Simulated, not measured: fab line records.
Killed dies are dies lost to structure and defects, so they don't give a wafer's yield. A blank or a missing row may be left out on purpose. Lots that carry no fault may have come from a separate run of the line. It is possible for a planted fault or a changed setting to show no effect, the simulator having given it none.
Comparing a struck lot with a sound one | flow n5-finfet | 13 steps out of a route of 1938
Sound: the wafers L830.2, L830.3, L830.5. Wafers L831.1, L831.5, L831.6 were the ones struck. At the end, the cause is stated.
At each step with rows: each side's tool, then ch and its chambers, then its first start. Under that, the readings that differ: sound wafers | struck wafers | difference of the means | sigmas: that difference in standard deviations of wafers without a fault.
alike: a reading whose means differ by less than 2 such deviations, as well as words and numbers matching on both sides. not compared: withheld readings; readings where some wafer has no value; bounds like >300 that might hide an equal value; numbers whose values overlap and for which the record gives no deviation.
Wherever a step has rows on one side only, a row that says differs or no value, or a row with sigmas, the two part there. Numbers that don't overlap but have no deviation are shown without sigmas and don't part them. Lack of a reading on every wafer of one side parts them only where that side has two or more wafers.

first, 7 steps without rows for these wafers: N5_SD_EPI_P_SRD_25 (time 30 s); N5_SD_ACTIVATION_RTA_00 (time 0 s); N5_SD_ACTIVATION_LSA_01 (time 0.0008 s); N5_ILD0_LINER_00 (material SiNx, target thk 4 nm, pulse time 1 s, purge time 2 s); N5_ILD0_FCVD_FILL_01 (material SiO2 flowable, target thk 200 nm, time 328.3 s); N5_ILD0_CURE_02 (time 1800 s); N5_ILD0_CMP_03 (polishes, stops on SiNx, t overpolish 1.9 s, target thk 197.38 nm).
N5_ILD0_CMP_07: polishes SiO2 flowable, stops on poly-Si, t overpolish 1.18 s, target thk 138.88 nm.
  sound on cmp-01 ch 2,3, day 4 18:26; struck on cmp-03 ch 0,2,3, day 5 01:16
  no value came back on the struck wafers for any of 6 readings (edge-zone-pressure-frac, head-pressure-psi (psi) and others); on the sound wafers edge-zone-pressure-frac reads 1.005 0.995 0.991
  reading                                              | sound             | struck            | difference | sigmas
  model.SiNx_of_DUMMY_GATE_HM_DEP_06.thk-nm (nm)       | 0 0 0             | 76.2 76.2 76.6    | +76.3      |
  model.SiO2_flowable_of_ILD0_FCVD_FILL_01.thk-nm (nm) | 137.2 138.2 138.2 | 199.2 199.6 199.4 | +61.5      |
  model.a-Si_of_DUMMY_GATE_CVD_03.thk-nm (nm)          | 69.6 69.4 68.6    | 72.8 71.8 71.6    | +2.9       |
N5_ILD0_THK_MEAS_08:
  struck on film-metro-01, day 5 01:29; sound on film-metro-02, day 4 18:43
  reading     | sound             | struck            | difference | sigmas
  thk-nm (nm) | 137.1 138.2 138.2 | 199.2 199.5 199.4 | +61.5      | +47
N5_ILD0_PRECLEAN_10: cleans in NF3:NH3, afs cycles 5, time 20 s, sublimation time 60 s.
  sound on remote-plasma-02 ch 0, day 4 18:52; struck on remote-plasma-01 ch 0, day 5 01:31
  reading                                              | sound             | struck            | difference | sigmas
  model.SiO2_flowable_of_ILD0_FCVD_FILL_01.thk-nm (nm) | 118.8 119.6 119.6 | 172.4 172.6 172.4 | +53.1      |
  alike: rf-power-w
then, 1 step without rows for these wafers: N5_ILD0_ALD_15 (deposits SiNx, target thk 24 nm, pulse time 1 s, ald cycles 480).
N5_ILD0_CMP_12: polishes SiNx, stops on poly-Si, t overpolish 6 s, target thk 17.67 nm.
  sound on cmp-03 ch 1,2,3, day 4 21:39; struck on cmp-02 ch 0,2,3, day 5 04:28
  reading                                     | sound        | struck         | difference | sigmas
  model.a-Si_of_DUMMY_GATE_CVD_03.thk-nm (nm) | 69 68.8 67.8 | 72.2 71.2 70.8 | +2.9       |
  alike: edge-zone-pressure-frac, head-pressure-psi, motor-current-A, retaining-ring-pressure-frac, slurry-flow-ml-min
-- the record jumps here: 8 days lie between the struck wafers' starts before and after (it left off in module ILD0 and takes up again in module PASSIVATION, whose first step shown is number 1936 of the route) --
N5_PASSIVATION_PROBE_49:
  struck on prober-02, day 13 15:26; sound on prober-01, day 13 11:00
  reading                  | sound          | struck         | difference | sigmas
  defect-limited-yield (%) | 89.4 91.4 91.4 | 0 0 0          | -91        | -70
  killed-at-front-end      | 56 38 39       | 1132 1109 1127 | +1078      | +98
  killed-dies              | 125 102 101    | 1180 1180 1180 | +1071      | +71
  killed-on-rim            | 19 7 15        | 152 152 152    | +138       | +35
  sort_bin_5_function (%)  | 5.8 4.6 5.2    | 95.7 95.3 97.5 | +91.0      | +99 or more
  sort-n-pass              | 1055 1078 1079 | 0 0 0          | -1071      | -71
  sort-yield-pct (%)       | 89.4 91.4 91.4 | 0 0 0          | -91        | -70
  alike: killed_at_M0_to_M3, killed_at_M4_up, killed-at-contacts, killed-at-other, killed-open, killed-short, sort_bin_6_memory

## WHERE THEY PART
Last at N5_PASSIVATION_PROBE_49 as far as this record goes, first at N5_ILD0_CMP_07.

WHY: what had been put in by the simulator
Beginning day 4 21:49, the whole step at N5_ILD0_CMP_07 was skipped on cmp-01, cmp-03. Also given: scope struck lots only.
